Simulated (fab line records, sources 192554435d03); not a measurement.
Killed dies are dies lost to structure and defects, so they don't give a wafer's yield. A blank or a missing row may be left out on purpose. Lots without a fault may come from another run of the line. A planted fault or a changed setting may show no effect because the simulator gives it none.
Which tool did it? | flow n5_finfet | 9 lots, 27 wafers sampled, at 4 steps of a route of 1938

WHAT THE GAUGES READ, wafer by wafer
N5_BEOL_M6_OVL_MEAS_12.
lot  | measured     | on         | M6_OVL (nm)
L363 | day 8 04:10  | overlay-01 | -1.8 -1.3 -1.3
L365 | day 9 03:04  | overlay-01 | -2.1 -1.9 -1.5
L366 | day 9 06:43  | overlay-02 | 1.0 0.2 1.4
L368 | day 9 16:57  | overlay-01 | -0.4 -0.5 -0.7
L370 | day 10 09:23 | overlay-02 | -0.4 -0.9 -0.9
L375 | day 11 21:33 | overlay-02 | -0.9 -1.7 -0.9
L381 | day 13 02:02 | overlay-02 | -0.5 -0.2 -0.3
L383 | day 13 05:52 | overlay-02 | 0.0 0.1 0.1
L386 | day 14 12:20 | overlay-01 | 0.2 -0.7 -1.1

N5_BEOL_M6_INSPECT_30: inspects for defects (brightfield).
lot  | measured     | on                | raw_defect_count
L363 | day 8 06:52  | defect_inspect-02 | 385 378 498
L365 | day 9 05:11  | defect_inspect-02 | 326 289 355
L366 | day 9 07:38  | defect_inspect-02 | 407 325 433
L368 | day 9 18:17  | defect_inspect-02 | 304 352 372
L370 | day 10 10:38 | defect_inspect-02 | 298 431 289
L375 | day 11 22:35 | defect_inspect-01 | 437 356 591
L381 | day 13 04:18 | defect_inspect-01 | 296 522 585
L383 | day 13 08:12 | defect_inspect-01 | 1440 363 1438
L386 | day 14 13:36 | defect_inspect-01 | 361 559 437

WHICH TOOL RAN EACH LOT (tool, then ch and the chambers of the sampled wafers, then the start)
lot  | N5_BEOL_M6_DESCUM_16               | N5_BEOL_M6_ETCH_62
L363 | rie_diel-05 ch 2,3, day 8 04:23    | rie_diel-05 ch 2,3, day 8 04:34
L365 | rie_diel-04 ch 0,2,3, day 9 04:00  | rie_diel-04 ch 0,2,3, day 9 04:05
L366 | rie_diel-04 ch 0,2,3, day 9 06:47  | rie_diel-04 ch 0,2,3, day 9 06:53
L368 | rie_diel-04 ch 1,2, day 9 17:12    | rie_diel-04 ch 1,2, day 9 17:17
L370 | rie_diel-04 ch 0,2,3, day 10 09:47 | rie_diel-04 ch 0,2,3, day 10 09:52
L375 | rie_diel-05 ch 0,1,2, day 11 21:36 | rie_diel-05 ch 0,1,2, day 11 21:41
L381 | rie_diel-05 ch 1,2,3, day 13 02:10 | rie_diel-05 ch 1,2,3, day 13 02:16
L383 | rie_diel-04 ch 1,2, day 13 05:56   | rie_diel-04 ch 1,2, day 13 06:01
L386 | rie_diel-05 ch 0,3, day 14 12:34   | rie_diel-05 ch 0,3, day 14 12:39
- N5_BEOL_M6_DESCUM_16: chemistry O2, time 7.9 s.
- N5_BEOL_M6_ETCH_62: etches SOC in N2/H2, target depth 110 nm, overetch 22 nm, time 165 s.

WHAT THE TOOLS THEMSELVES READ (means of the sampled wafers that have a number; where no wafer has one, the mark that the record gives instead)
N5_BEOL_M6_DESCUM_16.
lot  | tool        | bias_power_w (W) | chamber_pressure_mTorr (mTorr) | drypump_motor_current_A (A) | oes_product_au (a.u.) | rf_vpp_V (V) | showerhead_plenum_p_Torr (Torr) | throttle_valve_pct (%)
L363 | rie_diel-05 | 20.01            | 19.997                         | 5.9                         | 0.78                  | 244.1        | 2.17                            | 20.50
L365 | rie_diel-04 | 20.03            | 19.992                         | 6.0                         | 0.79                  | 242.9        | 2.09                            | 20.13
L366 | rie_diel-04 | 20.01            | 19.992                         | 6.0                         | 0.79                  | 243.5        | 2.09                            | 20.13
L368 | rie_diel-04 | 20.02            | 20.008                         | 5.7                         | 0.82                  | 244.3        | 2.11                            | 20.41
L370 | rie_diel-04 | 19.95            | 20.018                         | 6.0                         | 0.76                  | 242.8        | 2.09                            | 20.13
L375 | rie_diel-05 | 20.00            | 20.003                         | 6.1                         | 0.82                  | 243.4        | 2.08                            | 20.30
L381 | rie_diel-05 | 20.01            | 20.011                         | 6.1                         | 0.79                  | 243.3        | 2.13                            | 20.43
L383 | rie_diel-04 | 19.99            | 19.994                         | 5.7                         | 0.81                  | 244.2        | 2.11                            | 20.22
L386 | rie_diel-05 | 20.00            | 19.990                         | 5.6                         | 0.75                  | 243.5        | 2.12                            | 20.52

N5_BEOL_M6_ETCH_62.
lot  | tool        | chamber_pressure_mTorr (mTorr) | drypump_motor_current_A (A) | h2_flow_sccm (sccm) | oes_product_au (a.u.) | rf_vpp_V (V) | showerhead_plenum_p_Torr (Torr) | throttle_valve_pct (%)
L363 | rie_diel-05 | 30.00                          | 5.9                         | 200.3               | 0.67                  | 525.7        | 2.62                            | 17.79
L365 | rie_diel-04 | 29.99                          | 6.0                         | 200.1               | 0.67                  | 523.9        | 2.54                            | 17.53
L366 | rie_diel-04 | 30.00                          | 6.0                         | 200.1               | 0.66                  | 523.5        | 2.54                            | 17.52
L368 | rie_diel-04 | 30.01                          | 5.7                         | 199.5               | 0.69                  | 524.4        | 2.56                            | 17.86
L370 | rie_diel-04 | 29.99                          | 6.0                         | 199.8               | 0.65                  | 523.6        | 2.54                            | 17.54
L375 | rie_diel-05 | 30.02                          | 6.2                         | 200.1               | 0.69                  | 523.0        | 2.53                            | 17.60
L381 | rie_diel-05 | 29.99                          | 6.2                         | 199.9               | 0.67                  | 525.4        | 2.59                            | 17.72
L383 | rie_diel-04 | 29.99                          | 5.7                         | 199.7               | 0.69                  | 524.5        | 2.57                            | 17.64
L386 | rie_diel-05 | 30.02                          | 5.6                         | 200.8               | 0.64                  | 525.7        | 2.57                            | 17.79

THE ANSWER, worked out from the rows above alone
Rule: what is usual is taken from the lots themselves. Put in order of their means at a reading, lots are off if they are a third of the lots or fewer, leave a main group of 4 or more, and stand apart from it by a gap of 3 or more times the standard deviation of the main group's means; of several such gaps the widest counts. A main group whose means are all the same, to the digits that the tables above print for the reading, isn't used. A lot without any number at a reading at which 4 lots or more have one is off too. The other lots that the step has rows for count as sound. The gauges are gone through in route order, then the tools' own readings, and for those a lot's mean is taken as printed above. The first step at which some lot is off is used, and at that step the reading that is off furthest; a lot without a number counts as furthest.
Off: L383, at N5_BEOL_M6_INSPECT_30 (raw_defect_count). The main group: mean 399, standard deviation 55.
A tool fits if, at a process step before that reading, it ran every lot that is off, and no sound lot after the first of them. The gauges at N5_BEOL_M6_INSPECT_30 are tried like those tools. One fits: rie_diel-04 at N5_BEOL_M6_DESCUM_16 and N5_BEOL_M6_ETCH_62. At N5_BEOL_M6_DESCUM_16 its last sound lot is L370 (day 10 09:47), its first lot that is off L383 (day 13 05:56): a fault that began between those two fits.

WHAT THE SIMULATOR HAD PUT IN
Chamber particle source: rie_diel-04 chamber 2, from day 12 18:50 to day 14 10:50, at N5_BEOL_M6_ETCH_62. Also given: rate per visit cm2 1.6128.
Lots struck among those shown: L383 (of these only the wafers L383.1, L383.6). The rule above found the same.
